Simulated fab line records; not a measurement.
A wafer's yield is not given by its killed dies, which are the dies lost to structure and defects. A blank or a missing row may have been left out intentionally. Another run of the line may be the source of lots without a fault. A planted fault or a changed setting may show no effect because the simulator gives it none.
Split-lot experiment || flow n5-finfet || 21 wafers read from 7 lots, route of 1938 steps

== SPLIT DETAILS ==
At N5_SD_EPI_N_ETCH_16 (etches SiO2 in CHF3/O2, target depth 5 nm), the setting target-depth-a was moved away from the recipe's 50 angstrom on 4 of the 21 wafers read, by -8.0% to +8.5%. For the rest of the wafers, this setting stayed at what the recipe calls for.

The split's own step is where the reading is taken.

== THE READING ==
etch.depth-nm (the simulator's own value, which no gauge read), in nm, at N5_SD_EPI_N_ETCH_16 (etches SiO2 in CHF3/O2, target depth 5 nm). No usual value for it is given in the file. The 17 wafers here that ran the recipe average 5.006 nm, standard deviation 0.064 nm.

{"wafer": "L075.1", "tool, chamber at the split": "rie-diel-02, 1", "target-depth-a as run, angstrom": 50, "against the recipe": "recipe", "etch.depth-nm, nm": 4.956, "against lot-mates on the recipe": "-"}
{"wafer": "L075.4", "tool, chamber at the split": "rie-diel-02, 0", "target-depth-a as run, angstrom": 50, "against the recipe": "recipe", "etch.depth-nm, nm": 5.066, "against lot-mates on the recipe": "-"}
{"wafer": "L075.6", "tool, chamber at the split": "rie-diel-02, 1", "target-depth-a as run, angstrom": 52.13, "against the recipe": "+4.3%", "etch.depth-nm, nm": 5.124, "against lot-mates on the recipe": "+0.113"}
{"wafer": "L079.1", "tool, chamber at the split": "rie-diel-06, 1", "target-depth-a as run, angstrom": 50, "against the recipe": "recipe", "etch.depth-nm, nm": 5.029, "against lot-mates on the recipe": "-"}
{"wafer": "L079.2", "tool, chamber at the split": "rie-diel-06, 3", "target-depth-a as run, angstrom": 50, "against the recipe": "recipe", "etch.depth-nm, nm": 4.999, "against lot-mates on the recipe": "-"}
{"wafer": "L079.5", "tool, chamber at the split": "rie-diel-06, 3", "target-depth-a as run, angstrom": 50, "against the recipe": "recipe", "etch.depth-nm, nm": 4.983, "against lot-mates on the recipe": "-"}
{"wafer": "L084.3", "tool, chamber at the split": "rie-diel-01, 2", "target-depth-a as run, angstrom": 50, "against the recipe": "recipe", "etch.depth-nm, nm": 5.075, "against lot-mates on the recipe": "-"}
{"wafer": "L084.4", "tool, chamber at the split": "rie-diel-01, 1", "target-depth-a as run, angstrom": 50, "against the recipe": "recipe", "etch.depth-nm, nm": 4.937, "against lot-mates on the recipe": "-"}
{"wafer": "L084.6", "tool, chamber at the split": "rie-diel-01, 0", "target-depth-a as run, angstrom": 50, "against the recipe": "recipe", "etch.depth-nm, nm": 4.944, "against lot-mates on the recipe": "-"}
{"wafer": "L085.2", "tool, chamber at the split": "rie-diel-06, 0", "target-depth-a as run, angstrom": 50, "against the recipe": "recipe", "etch.depth-nm, nm": 5.114, "against lot-mates on the recipe": "-"}
{"wafer": "L085.5", "tool, chamber at the split": "rie-diel-06, 0", "target-depth-a as run, angstrom": 50, "against the recipe": "recipe", "etch.depth-nm, nm": 5.125, "against lot-mates on the recipe": "-"}
{"wafer": "L085.6", "tool, chamber at the split": "rie-diel-06, 3", "target-depth-a as run, angstrom": 50, "against the recipe": "recipe", "etch.depth-nm, nm": 4.983, "against lot-mates on the recipe": "-"}
{"wafer": "L086.2", "tool, chamber at the split": "rie-diel-02, 2", "target-depth-a as run, angstrom": 54.23, "against the recipe": "+8.5%", "etch.depth-nm, nm": 5.564, "against lot-mates on the recipe": "+0.501"}
{"wafer": "L086.3", "tool, chamber at the split": "rie-diel-02, 0", "target-depth-a as run, angstrom": 50, "against the recipe": "recipe", "etch.depth-nm, nm": 5.063, "against lot-mates on the recipe": "-"}
{"wafer": "L086.5", "tool, chamber at the split": "rie-diel-02, 0", "target-depth-a as run, angstrom": 54.23, "against the recipe": "+8.5%", "etch.depth-nm, nm": 5.462, "against lot-mates on the recipe": "+0.399"}
{"wafer": "L088.2", "tool, chamber at the split": "rie-diel-06, 0", "target-depth-a as run, angstrom": 50, "against the recipe": "recipe", "etch.depth-nm, nm": 4.982, "against lot-mates on the recipe": "-"}
{"wafer": "L088.3", "tool, chamber at the split": "rie-diel-06, 3", "target-depth-a as run, angstrom": 50, "against the recipe": "recipe", "etch.depth-nm, nm": 4.892, "against lot-mates on the recipe": "-"}
{"wafer": "L088.4", "tool, chamber at the split": "rie-diel-06, 2", "target-depth-a as run, angstrom": 45.99, "against the recipe": "-8.0%", "etch.depth-nm, nm": 4.618, "against lot-mates on the recipe": -0.319}
{"wafer": "L090.2", "tool, chamber at the split": "rie-diel-06, 0", "target-depth-a as run, angstrom": 50, "against the recipe": "recipe", "etch.depth-nm, nm": 5.04, "against lot-mates on the recipe": "-"}
{"wafer": "L090.4", "tool, chamber at the split": "rie-diel-06, 3", "target-depth-a as run, angstrom": 50, "against the recipe": "recipe", "etch.depth-nm, nm": 4.955, "against lot-mates on the recipe": "-"}
{"wafer": "L090.6", "tool, chamber at the split": "rie-diel-06, 1", "target-depth-a as run, angstrom": 50, "against the recipe": "recipe", "etch.depth-nm, nm": 4.951, "against lot-mates on the recipe": "-"}

FIT RESULTS
A straight line over all 21 wafers: etch.depth-nm changes by +0.054 nm for each +1% of target-depth-a; r = +0.93; the points scatter about the line by 0.071 nm.
The same after taking each lot's own level away (the mean of its wafers on the recipe; 21 wafers): +0.047 nm for each +1%; r = +0.94; scatter 0.057 nm.
According to that fit, moving target-depth-a by its largest amount changes the reading by 0.4 nm.
Measured against the standard deviation above, the lots' own levels, which go from 4.9370 to 5.0740 nm, span 2.1 times it.
Thus the slope moves with the lot-to-lot level: the two fits are different.
Check: +0.352 nm against its lot-mates is what the line predicts for one of the wafers moved furthest among these (+8.5%) when that wafer is left out of the fit. Against them it came out at +0.501 nm.

== THE OTHER SPLITS THESE WAFERS WENT THROUGH ==
Other splits were also applied to these wafers ahead of the reading. Each is held against what the fit with the lots' levels taken away leaves over:
{"other split on the same wafers": "N5_ZERO_LAYER_EXPOSE_08 dose-mj", "wafers away from the commonest value": 5, "r with etch.depth-nm (lot level and that fit taken away)": -0.05}
{"other split on the same wafers": "N5_PMOS_HMC_CHANNEL_EPI_PEB_07 peb-time-s", "wafers away from the commonest value": 4, "r with etch.depth-nm (lot level and that fit taken away)": -0.12}
{"other split on the same wafers": "N5_FIN_SAQP_PEB_14 peb-time-s", "wafers away from the commonest value": 6, "r with etch.depth-nm (lot level and that fit taken away)": "+0.06"}
{"other split on the same wafers": "N5_FIN_SAQP_FIN_ETCH_36 bias-w", "wafers away from the commonest value": 9, "r with etch.depth-nm (lot level and that fit taken away)": "+0.12"}
{"other split on the same wafers": "N5_DUMMY_GATE_CVD_03 temp-c", "wafers away from the commonest value": 12, "r with etch.depth-nm (lot level and that fit taken away)": "+0.29"}
{"other split on the same wafers": "N5_DUMMY_GATE_COAT_28 spin-rpm", "wafers away from the commonest value": 10, "r with etch.depth-nm (lot level and that fit taken away)": -0.17}

== FILE'S OWN FIT ==
etch.depth-nm changes by +0.0445 nm for each +1% of target-depth-a, r = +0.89.
